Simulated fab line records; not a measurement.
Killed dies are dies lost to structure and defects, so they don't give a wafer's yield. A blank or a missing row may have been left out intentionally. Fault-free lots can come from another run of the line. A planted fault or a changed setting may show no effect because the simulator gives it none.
Check for tools in common -- flow nandHarc -- Sample size 4 lots and 12 wafers

WHY THIS WAS OPENED
On 2 of the 4 lots, a flag is raised at NHARC_END_SORT_01 on the reading killedAtPeriphery. Fault-free wafers read 3.9, with a standard deviation of 2.6.
Rule: a lot gets a flag if all its wafers with a number sit over 4 standard deviations from that mean, or if no wafer of it has a number. The rest of the lots are taken to be sound.

lot,measured,on,"killedAtPeriphery, wafer by wafer",flag
L896,day 22 12:47,prober-01,653 653 655,FLAGGED
L895,day 22 15:07,prober-02,640 642 642,FLAGGED
L902,day 23 15:56,prober-01,2 4 0,
L903,day 24 00:33,prober-01,1 3 0,
Averaged over the flagged lots the numbers come to 647.5, +643.6 from the usual (+99 or more standard deviations).

EACH LOT AND THE TOOL IT RAN ON
3 process steps preceding the reading are held in the record, out of 1159 steps in the route. Read each cell as the tool, then ch plus the chambers that the sampled wafers visited, then the start.
lot,flag,NHARC_P_M1_CMP_23,NHARC_P_M2_ETCH_35,NHARC_P_M2_PRE_CLEAN_30
L896,FLAGGED,"cmp-01 ch 0,1,3, day 9 05:07","rieDiel-07 ch 0,1,3, day 9 07:25","pvdSputter-03, day 22 12:47 or earlier"
L895,FLAGGED,"cmp-03 ch 2,3, day 9 13:50","rieDiel-07 ch 0,1,3, day 9 15:54","pvdSputter-01, day 22 15:07 or earlier"
L902,,"cmp-03 ch 2,3, day 10 12:10","rieDiel-13 ch 0,1,3, day 10 14:57","pvdSputter-01, day 23 15:56 or earlier"
L903,,"cmp-01 ch 1,2,3, day 10 17:13","rieDiel-01 ch 1,3, day 10 19:19","pvdSputter-03, day 24 00:33 or earlier"
What the steps here do:
- NHARC_P_M1_CMP_23: polishes, t overpolish 20 s, target thk 157.82 nm.
- NHARC_P_M2_ETCH_35: etches the open film in N2/H2, target depth 40 nm, overetch 12 nm, time 43.94 s.
- NHARC_P_M2_PRE_CLEAN_30: time 30 s.
- NHARC_END_SORT_01

FLAGGED AGAINST TOTAL, ONE TOOL AT A TIME (gauges that did the reading follow at the end)
step,tool,lots run,flagged,share of the flagged lots,sound lots run after its first flagged lot
NHARC_P_M1_CMP_23,cmp-01,2,1,some,1 (L903)
NHARC_P_M1_CMP_23,cmp-03,2,1,some,1 (L902)
NHARC_P_M2_ETCH_35,rieDiel-01,1,0,none,-
NHARC_P_M2_ETCH_35,rieDiel-07,2,2,all,0
NHARC_P_M2_ETCH_35,rieDiel-13,1,0,none,-
NHARC_P_M2_PRE_CLEAN_30,pvdSputter-01,2,1,some,1 (L902)
NHARC_P_M2_PRE_CLEAN_30,pvdSputter-03,2,1,some,1 (L903)
NHARC_END_SORT_01,prober-01,3,1,some,"2 (L902,L903)"
NHARC_END_SORT_01,prober-02,1,1,some,0
NHARC_P_M2_PRE_CLEAN_30 gives no start for some lots, so the hours and the order of its lots are those of NHARC_END_SORT_01.

THE TABLE: WHAT IT ALLOWS
Rows of the table that ran each flagged lot: 1, that is rieDiel-07 at NHARC_P_M2_ETCH_35.
- rieDiel-07 at NHARC_P_M2_ETCH_35: 2 of its 2 lots flagged. It ran no sound lot before its first flagged lot in this sample, so the start can't be narrowed down.
rieDiel-07 at NHARC_P_M2_ETCH_35 is the single tool remaining.

WHAT THE SIMULATOR HAD PUT IN
Entire step skipped (rieDiel-07, NHARC_P_M2_ETCH_35), from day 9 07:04 onward. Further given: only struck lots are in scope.
Lots struck among those shown: L896, L895. The rule above reached the same finding.
